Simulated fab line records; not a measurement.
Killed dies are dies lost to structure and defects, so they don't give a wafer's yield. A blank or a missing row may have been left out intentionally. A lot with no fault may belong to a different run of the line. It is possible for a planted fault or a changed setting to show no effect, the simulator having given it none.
fab line records -- flow n5_finfet
record lots=7, wafers=39
route steps=1938 shown BEOL_M6@1253 BEOL_M9@1417 BEOL_M11@1575 BEOL_M13@1707 PASSIVATION@1923
start_h: hours from the record's first day to the start of the lot's first wafer shown -- wait_h: time in hours since the lot's previous step -- " as in the row above -- L1.1+2: a single row standing in for several wafers -- - no value present, or no start provided -- * or withheld: withheld -- < > ~ a bound
route shown NAME@n: a module of which the file shows steps, and the number in the route of the first -- usual: mean and standard deviation over wafers with no fault -- same: alike in all rows -- chamber/n: place in a boat -- sites: readings site by site -- _std_site: their standard deviation -- _edge_site: inner sites' mean taken away from outer sites' mean -- radius_mm: for every site, how far away it sits from the centre of the wafer -- mask NAME#n: copy n -- behind: the last tool/chamber to shape the wafer -- hold: why the lot went on hold/how many hours it stayed there/how the hold came to an end -- device: the n, p or np transistor that did not switch -- end of line: at the end of the route, the tests of the same wafers -- step lacking rows: just its recipe -- killed: at the first sort, the dies lost to defects and structure; wafer yield is something else -- map: dies across one wafer; x = killed, . = not, _ = none there
set.NAME: the setting as run; set.NAME@STEP: as run at that earlier step -- model.NAME: the simulator's own value behind a step, which no gauge read
lots whose settings were changed on purpose; a table a step, a row a wafer
## steps
# step N5_BEOL_M6_CVD_78
# recipe material=Co, target_thk_a=20, temp_c=withheld, precursor=CCTBA/H2, pressure_torr=30, time_s=142.3
lot.wafer,tool,chamber,start_h,wait_h,set.target_thk_a,model.Co_of_BEOL_M6_CVD_78.thk_nm
L079.1+2+3+4+5+6,cvd_co-02,"2,1,0,0,2,1",229.19,0.0,20,2
L080.1,cvd_co-02,2,234.75,0.0,20,1.6
L080.2+4+5,cvd_co-02,"0,0,1",234.75,0.0,26.49,2.4
L080.3+6,cvd_co-02,"1,2",234.75,0.0,20,1.8
L083.1+6,cvd_co-02,1,248.25,0.1,20,1.8
L083.2,cvd_co-02,2,248.25,0.1,20,2
L083.3+5,cvd_co-02,"0,2",248.25,0.1,9.881,0.8
L083.4,cvd_co-02,0,248.25,0.1,9.881,0.6
L084.1,cvd_co-01,1,267.91,0.3,11.14,1.2
L084.2+5,cvd_co-01,"0,1",267.91,0.3,11.14,1
L084.3+4,cvd_co-01,2,267.91,0.3,20,2
L084.6,cvd_co-01,0,267.91,0.3,20,1.8
L089.1,cvd_co-01,2,284.09,0.2,28.58,2.8
L089.2+3+6,cvd_co-01,"0,1,2",284.09,0.2,20,2
L089.4+5,cvd_co-01,"0,1",284.09,0.2,28.58,3
L090.1+2+5,cvd_co-02,"0,2,0",298.46,0.0,8.32,0.8
L090.3+6,cvd_co-02,"1,2",298.46,0.0,20,2
L090.4,cvd_co-02,1,298.46,0.0,20,1.8
L097.2+3+6,cvd_co-01,"1,0,0",339.60,0.1,20,2
# step N5_BEOL_M9_DESCUM_16
# recipe chemistry=O2, time_s=7.9, source_power_w=50, bias_power_w=20, pressure_mtorr=20, rf_frequency_hz=2.712e+07, temp_c=40, resist=CAR-ArF, o2_flow_sccm=225
lot.wafer,tool,chamber,start_h,wait_h,set.time_s,model.CAR-ArF_of_BEOL_M9_COAT_05.thk_nm
L079.1+3,rie_diel-06,"0,2",253.24,0.0,11.85,81.2
L079.2,rie_diel-06,3,253.24,0.0,7.9,84
L079.4,rie_diel-06,1,253.24,0.0,11.85,81.4
L079.5+6,rie_diel-06,"2,3",253.24,0.0,7.9,83.8
L080.1+4+6,rie_diel-05,"3,0,0",261.37,0.0,4.496,85.8
L080.2,rie_diel-05,2,261.37,0.0,7.9,83.4
L080.3,rie_diel-05,1,261.37,0.0,7.9,84
L080.5,rie_diel-05,3,261.37,0.0,7.9,83.8
L083.1,rie_diel-06,1,268.10,0.0,5.628,84.6
L083.2,rie_diel-06,2,268.10,0.0,7.9,83.8
L083.3+5,rie_diel-06,3,268.10,0.0,7.9,83.4
L083.4+6,rie_diel-06,0,268.10,0.0,5.628,84.8
L084.1+3+6,rie_diel-06,"3,1,1",286.85,0.0,11.72,81.6
L084.2,rie_diel-06,0,286.85,0.0,7.9,83.8
L084.4+5,rie_diel-06,2,286.85,0.0,7.9,84
L089.1,rie_diel-03,1,303.70,0.2,7.9,83.4
L089.2+4+6,rie_diel-03,"3,0,3",303.70,0.2,6.055,84.6
L089.3,rie_diel-03,2,303.70,0.2,7.9,83.2
L089.5,rie_diel-03,0,303.70,0.2,7.9,83.6
L090.1+3,rie_diel-06,"1,0",317.56,0.0,7.9,83.8
L090.2,rie_diel-06,2,317.56,0.0,7.9,83.6
L090.4+6,rie_diel-06,3,317.56,0.0,11.53,81.4
L090.5,rie_diel-06,0,317.56,0.0,11.53,81.6
L097.2,rie_diel-03,0,360.13,0.2,7.9,83.6
L097.3,rie_diel-03,2,360.13,0.2,7.9,84
L097.6,rie_diel-03,1,360.13,0.2,7.9,83.8
# step N5_BEOL_M11_VIA_ETCH_34
# recipe chemistry=C4F6/O2, target=SiCOH_lowk, target_depth_a=1845, mask_material=SOC, taper_deg=4, time_s=69.2, ion_energy_ev=250, pressure_mtorr=30, source_w=345, bias_w=185, Ar_flow_sccm=300, C4F6_flow_sccm=10, O2_flow_sccm=10
lot.wafer,tool,chamber,start_h,wait_h,set.time_s,model.etch.depth_nm,model.SOC_of_BEOL_M11_COAT_63.thk_nm
L079.1,rie_diel-05,0,272.89,0.0,69.2,181.9,92.2
L079.2,rie_diel-05,3,272.89,0.0,96.85,255.3,89.2
L079.3,rie_diel-05,1,272.89,0.0,96.85,261.1,88.8
L079.4,rie_diel-05,2,272.89,0.0,96.85,262.4,88.8
L079.5,rie_diel-05,0,272.89,0.0,69.2,181.3,92.4
L079.6,rie_diel-05,3,272.89,0.0,69.2,181.2,92.4
L080.1,rie_diel-05,1,279.73,0.0,88.32,236.9,89.8
L080.2,rie_diel-05,0,279.73,0.0,88.32,230.8,90.4
L080.3,rie_diel-05,2,279.73,0.0,69.2,187.6,92
L080.4,rie_diel-05,3,279.73,0.0,69.2,182.2,92.2
L080.5,rie_diel-05,2,279.73,0.0,88.32,236.7,89.8
L080.6,rie_diel-05,1,279.73,0.0,69.2,185.8,92.2
L083.1,rie_diel-03,0,287.80,0.0,35.17,94.87,96.4
L083.2,rie_diel-03,3,287.80,0.0,35.17,94.83,96.4
L083.3,rie_diel-03,2,287.80,0.0,35.17,91.77,96.4
L083.4,rie_diel-03,1,287.80,0.0,69.2,185.3,92.4
L083.5,rie_diel-03,1,287.80,0.0,69.2,184.5,92.6
L083.6,rie_diel-03,2,287.80,0.0,69.2,181.6,92.6
L084.1,rie_diel-05,1,305.59,0.0,69.2,185.8,91.4
L084.2,rie_diel-05,0,305.59,0.0,69.2,182.7,91.6
L084.3,rie_diel-05,2,305.59,0.0,69.2,187.6,91.2
L084.4,rie_diel-05,3,305.59,0.0,69.2,182.3,91.4
L084.5,rie_diel-05,1,305.59,0.0,69.2,184.8,91.4
L084.6,rie_diel-05,2,305.59,0.0,69.2,187.9,91.4
L089.1,rie_diel-03,3,321.83,0.0,69.2,184.3,91.8
L089.2,rie_diel-03,1,321.83,0.0,69.2,183.6,91.8
L089.3,rie_diel-03,2,321.83,0.0,108.1,279.6,87.4
L089.4,rie_diel-03,0,321.83,0.0,69.2,185.4,91.6
L089.5,rie_diel-03,1,321.83,0.0,108.1,285.6,87.4
L089.6,rie_diel-03,0,321.83,0.0,108.1,287.6,87.4
L090.1,rie_diel-03,1,335.82,0.0,99.74,263.7,88.6
L090.2,rie_diel-03,0,335.82,0.0,99.74,265.7,88.6
L090.3,rie_diel-03,3,335.82,0.0,69.2,183,92.4
L090.4,rie_diel-03,2,335.82,0.0,69.2,178.1,92.2
L090.5,rie_diel-03,2,335.82,0.0,69.2,179.2,92.2
L090.6,rie_diel-03,3,335.82,0.0,99.74,263,88.4
L097.2,rie_diel-06,2,384.21,0.0,69.2,185.8,91.8
L097.3,rie_diel-06,3,384.21,0.0,69.2,186.9,91.6
L097.6,rie_diel-06,2,384.21,0.0,69.2,185.9,91.8
# step N5_BEOL_M13_SPUTTER_45
# recipe material=Cu, target_thk_a=800, temp_c=-20, bias_v=60, power_w=26000, chamber_pressure_pa=0.13, time_s=13.33
lot.wafer,tool,chamber,start_h,wait_h,set.target_thk_a
L079.1+4+5,pvd_sputter-01,-,285.65,0.0,800
L079.2+3+6,pvd_sputter-01,-,285.65,0.0,1051
L080.1+2+3+4+5+6,pvd_sputter-01,-,293.29,0.0,800
L083.1+5+6,pvd_sputter-03,-,303.86,0.0,347.2
L083.2+3+4,pvd_sputter-03,-,303.86,0.0,800
L084.1+4+5,pvd_sputter-03,-,316.46,0.0,800
L084.2+3+6,pvd_sputter-03,-,316.46,0.0,365.2
L089.1+3+6,pvd_sputter-02,-,336.29,0.0,800
L089.2+4+5,pvd_sputter-02,-,336.29,0.0,342.9
L090.1+4+5,pvd_sputter-03,-,347.50,0.0,800
L090.2+3+6,pvd_sputter-03,-,347.50,0.0,580
L097.2+3+6,pvd_sputter-02,-,398.39,0.0,800
# step N5_BEOL_M13_ECD_47
# recipe material=Cu, target_thk_a=9360
# step N5_BEOL_M13_ANNEAL_48
# recipe temp_c=225, time_s=90, ambient=N2
# step N5_BEOL_M13_DEP_53
# recipe material=SiCN, target_thk_a=500, temp_c=withheld, precursor=3MS/NH3, pressure_torr=3, rf_w=675, time_s=17.8
# step N5_BEOL_M13_INSPECT_55
# recipe inspect_instrument=darkfield, mode=post_dep
# usual raw_defect_count=81/29
lot.wafer,tool,chamber,start_h,wait_h,set.target_thk_a@BEOL_M13_SPUTTER_45,raw_defect_count
L079.1,defect_inspect-01,-,286.68,0.0,800,99
L079.2,defect_inspect-01,-,286.68,0.0,1051,119
L079.3,defect_inspect-01,-,286.68,0.0,1051,125
L079.4,defect_inspect-01,-,286.68,0.0,800,95
L079.5,defect_inspect-01,-,286.68,0.0,800,126
L079.6,defect_inspect-01,-,286.68,0.0,1051,102
L080.1,defect_inspect-01,-,294.45,0.0,800,63
L080.2,defect_inspect-01,-,294.45,0.0,800,93
L080.3,defect_inspect-01,-,294.45,0.0,800,62
L080.4,defect_inspect-01,-,294.45,0.0,800,104
L080.5,defect_inspect-01,-,294.45,0.0,800,75
L080.6,defect_inspect-01,-,294.45,0.0,800,97
L083.1,defect_inspect-01,-,304.90,0.0,347.2,268
L083.2,defect_inspect-01,-,304.90,0.0,800,119
L083.3,defect_inspect-01,-,304.90,0.0,800,69
L083.4,defect_inspect-01,-,304.90,0.0,800,62
L083.5,defect_inspect-01,-,304.90,0.0,347.2,298
L083.6,defect_inspect-01,-,304.90,0.0,347.2,275
L084.1,defect_inspect-01,-,317.49,0.0,800,85
L084.2,defect_inspect-01,-,317.49,0.0,365.2,215
L084.3,defect_inspect-01,-,317.49,0.0,365.2,206
L084.4,defect_inspect-01,-,317.49,0.0,800,56
L084.5,defect_inspect-01,-,317.49,0.0,800,99
L084.6,defect_inspect-01,-,317.49,0.0,365.2,238
L089.1,defect_inspect-02,-,337.43,0.0,800,76
L089.2,defect_inspect-02,-,337.43,0.0,342.9,273
L089.3,defect_inspect-02,-,337.43,0.0,800,84
L089.4,defect_inspect-02,-,337.43,0.0,342.9,291
L089.5,defect_inspect-02,-,337.43,0.0,342.9,292
L089.6,defect_inspect-02,-,337.43,0.0,800,49
L090.1,defect_inspect-01,-,348.56,0.0,800,70
L090.2,defect_inspect-01,-,348.56,0.0,580,91
L090.3,defect_inspect-01,-,348.56,0.0,580,79
L090.4,defect_inspect-01,-,348.56,0.0,800,53
L090.5,defect_inspect-01,-,348.56,0.0,800,74
L090.6,defect_inspect-01,-,348.56,0.0,580,59
L097.2,defect_inspect-01,-,399.91,0.0,800,40
L097.3,defect_inspect-01,-,399.91,0.0,800,55
L097.6,defect_inspect-01,-,399.91,0.0,800,37
# step N5_PASSIVATION_DEVELOP_43
# recipe develop_time_s=60, rinse_liquid=diw, dry=air_spin, dev_temp_c=21
lot.wafer,tool,chamber,start_h,wait_h,set.develop_time_s
L079.1+2+3+4+5+6,litho_track-01,0,-,-,60
L080.1+2+3+4+5+6,litho_track-01,0,-,-,60
L083.1+3+4,litho_track-01,0,-,-,60
L083.2+5+6,litho_track-01,0,-,-,92.86
L084.1+2+3+4+5+6,litho_track-01,0,-,-,60
L089.1+2+5,litho_track-04,0,-,-,60
L089.3+4+6,litho_track-04,0,-,-,73.57
L090.1+3+6,litho_track-01,0,-,-,60
L090.2+4+5,litho_track-01,0,-,-,71.04
L097.2+3+6,litho_track-01,0,-,-,60
# step N5_PASSIVATION_HARDBAKE_45
# recipe temp_c=130, time_s=120
# step N5_PASSIVATION_CD_MEAS_44
# recipe target_cd_nm=40000, landing_energy_ev=500, detector=se_inlens
# usual cd_nm=40000/2.8
lot.wafer,tool,chamber,start_h,wait_h,set.develop_time_s@PASSIVATION_DEVELOP_43,cd_nm
L079.1,cd_sem-02,0,312.57,-,60,39998
L079.2,cd_sem-02,0,312.57,-,60,39996
L079.3,cd_sem-02,0,312.57,-,60,40002
L079.4,cd_sem-02,0,312.57,-,60,40000
L079.5,cd_sem-02,0,312.57,-,60,40001
L079.6,cd_sem-02,0,312.57,-,60,39999
L080.1,cd_sem-01,0,316.70,-,60,40001
L080.2,cd_sem-01,0,316.70,-,60,40000
L080.3,cd_sem-01,0,316.70,-,60,40002
L080.4,cd_sem-01,0,316.70,-,60,40000
L080.5,cd_sem-01,0,316.70,-,60,39997
L080.6,cd_sem-01,0,316.70,-,60,40002
L083.1,cd_sem-02,0,325.09,-,60,39993
L083.2,cd_sem-02,0,325.09,-,92.86,40014
L083.3,cd_sem-02,0,325.09,-,60,39998
L083.4,cd_sem-02,0,325.09,-,60,39994
L083.5,cd_sem-02,0,325.09,-,92.86,40010
L083.6,cd_sem-02,0,325.09,-,92.86,40012
L084.1,cd_sem-01,0,340.13,-,60,39997
L084.2,cd_sem-01,0,340.13,-,60,39997
L084.3,cd_sem-01,0,340.13,-,60,39998
L084.4,cd_sem-01,0,340.13,-,60,40000
L084.5,cd_sem-01,0,340.13,-,60,39996
L084.6,cd_sem-01,0,340.13,-,60,39996
L089.1,cd_sem-03,0,368.18,-,60,40005
L089.2,cd_sem-03,0,368.18,-,60,40002
L089.3,cd_sem-03,0,368.18,-,73.57,40010
L089.4,cd_sem-03,0,368.18,-,73.57,40008
L089.5,cd_sem-03,0,368.18,-,60,39999
L089.6,cd_sem-03,0,368.18,-,73.57,40011
L090.1,cd_sem-01,0,373.35,-,60,40003
L090.2,cd_sem-01,0,373.35,-,71.04,40010
L090.3,cd_sem-01,0,373.35,-,60,40002
L090.4,cd_sem-01,0,373.35,-,71.04,40010
L090.5,cd_sem-01,0,373.35,-,71.04,40008
L090.6,cd_sem-01,0,373.35,-,60,40004
L097.2,cd_sem-02,0,424.45,-,60,40003
L097.3,cd_sem-02,0,424.45,-,60,40001
L097.6,cd_sem-02,0,424.45,-,60,40001
## key
split step=N5_BEOL_M6_CVD_78, setting=target_thk_a, stated=20, by=wafer
response step=N5_BEOL_M6_CVD_78, reading=model.Co_of_BEOL_M6_CVD_78.thk_nm, change=+0.0207, per=1%, r=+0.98
split step=N5_BEOL_M9_DESCUM_16, setting=time_s, stated=7.9, by=wafer
response step=N5_BEOL_M9_DESCUM_16, reading=model.CAR-ArF_of_BEOL_M9_COAT_05.thk_nm, change=-0.049, per=1%, r=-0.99
split step=N5_BEOL_M11_VIA_ETCH_34, setting=time_s, stated=69.2, by=wafer
response step=N5_BEOL_M11_VIA_ETCH_34, reading=model.etch.depth_nm, change=+1.85, per=1%, r=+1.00
response step=N5_BEOL_M11_VIA_ETCH_34, reading=model.SOC_of_BEOL_M11_COAT_63.thk_nm, change=-0.0802, per=1%, r=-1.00
split step=N5_BEOL_M13_SPUTTER_45, setting=target_thk_a, stated=800, by=wafer
response step=N5_BEOL_M13_INSPECT_55, reading=raw_defect_count, change=-2.78, per=1%, r=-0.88
split step=N5_PASSIVATION_DEVELOP_43, setting=develop_time_s, stated=60, by=wafer
response step=N5_PASSIVATION_CD_MEAS_44, reading=cd_nm, change=+0.323, per=1%, r=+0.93
